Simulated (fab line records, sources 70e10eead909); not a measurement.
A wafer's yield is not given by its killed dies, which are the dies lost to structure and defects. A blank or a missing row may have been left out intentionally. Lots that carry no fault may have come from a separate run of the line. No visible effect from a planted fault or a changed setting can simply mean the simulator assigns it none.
Which tool is to blame? -- flow nand_harc -- Sampling: 6 lots, 17 wafers, 5 of 1159 route steps

WHAT THE GAUGES READ, wafer by wafer
NHARC_END_SORT_01.
lot,measured,on,killed_open
L251,day 20 06:18,prober-01,3 5 4
L253,day 21 03:27,prober-02,5 4 1
L258,day 21 21:26,prober-01,3 1 3
L267,day 24 06:35,prober-02,8

WHICH TOOL RAN EACH LOT (tool, then ch and the chambers of the sampled wafers, then the start)
lot,NHARC_A_WL_FILL_ALD_00,NHARC_A_WL_FILL_ALD_10,NHARC_A_WL_FILL_ALD_19,NHARC_A_WL_FILL_CVD_20
L251,"ald_hk-01 ch 0,3, day 15 05:11","ald_hk-02 ch 0,1,2, day 15 19:26","ald_metal-04 ch 1,2,3, day 16 04:41","cvd_w-02 ch 1, day 20 06:18 or earlier"
L253,"ald_hk-02 ch 1,2,3, day 16 10:15","ald_hk-01 ch 1,2,3, day 17 01:55","ald_metal-04 ch 0,1,3, day 17 14:25","cvd_w-02 ch 0,1, day 21 03:27 or earlier"
L254,"ald_hk-01 ch 0,1,2, day 16 20:18","ald_hk-03 ch 0,2, day 17 06:18","ald_metal-01 ch 1,2,3, day 17 14:25","cvd_w-01 ch 0,1, no start"
L258,"ald_hk-03 ch 2,3, day 17 04:17","ald_hk-01 ch 1,2,3, day 17 14:46","ald_metal-03 ch 0,1,2, day 18 00:23","cvd_w-02 ch 0,1, day 21 21:26 or earlier"
L263,"ald_hk-01 ch 0,3, day 18 08:59","ald_hk-03 ch 0,2,3, day 18 20:23","ald_metal-04 ch 0,2,3, day 19 05:44","cvd_w-02 ch 1, no start"
L267,"ald_hk-03 ch 0,2, day 19 08:11","ald_hk-02 ch 0,2, day 19 23:39","ald_metal-03 ch 1,3, day 20 09:59","cvd_w-01 ch 0,1, day 24 06:35 or earlier"
- NHARC_A_WL_FILL_ALD_00: deposits Al2O3, target thk 3 nm, pulse time 3 s, ald cycles 30.
- NHARC_A_WL_FILL_ALD_10: deposits SiO2, target thk 50 nm, pulse time 10 s, ald cycles 500.
- NHARC_A_WL_FILL_ALD_19: deposits TiN, target thk 2 nm, pulse time 3 s, ald cycles 100.
- NHARC_A_WL_FILL_CVD_20: deposits W, target thk 75 nm, time 5064 s.

THE ANSWER, worked out from the rows above alone
Rule: the usual values come from the lots themselves. The widest of any qualifying gaps counts: lots, ordered by their means at a reading, are off when they make up no more than a third of the lots, leave a main group of 4 or more, and stand apart from it by 3 or more times the standard deviation of that group's means. The tables above print the reading to a certain number of digits; a main group whose means all agree to those digits is not used. A lot without any number at a reading at which 4 lots or more have one is off too. The other lots that the step has rows for count as sound.
No lot is off on any of the readings shown, so nothing can be concluded from this.

WHAT THE SIMULATOR HAD INSERTED
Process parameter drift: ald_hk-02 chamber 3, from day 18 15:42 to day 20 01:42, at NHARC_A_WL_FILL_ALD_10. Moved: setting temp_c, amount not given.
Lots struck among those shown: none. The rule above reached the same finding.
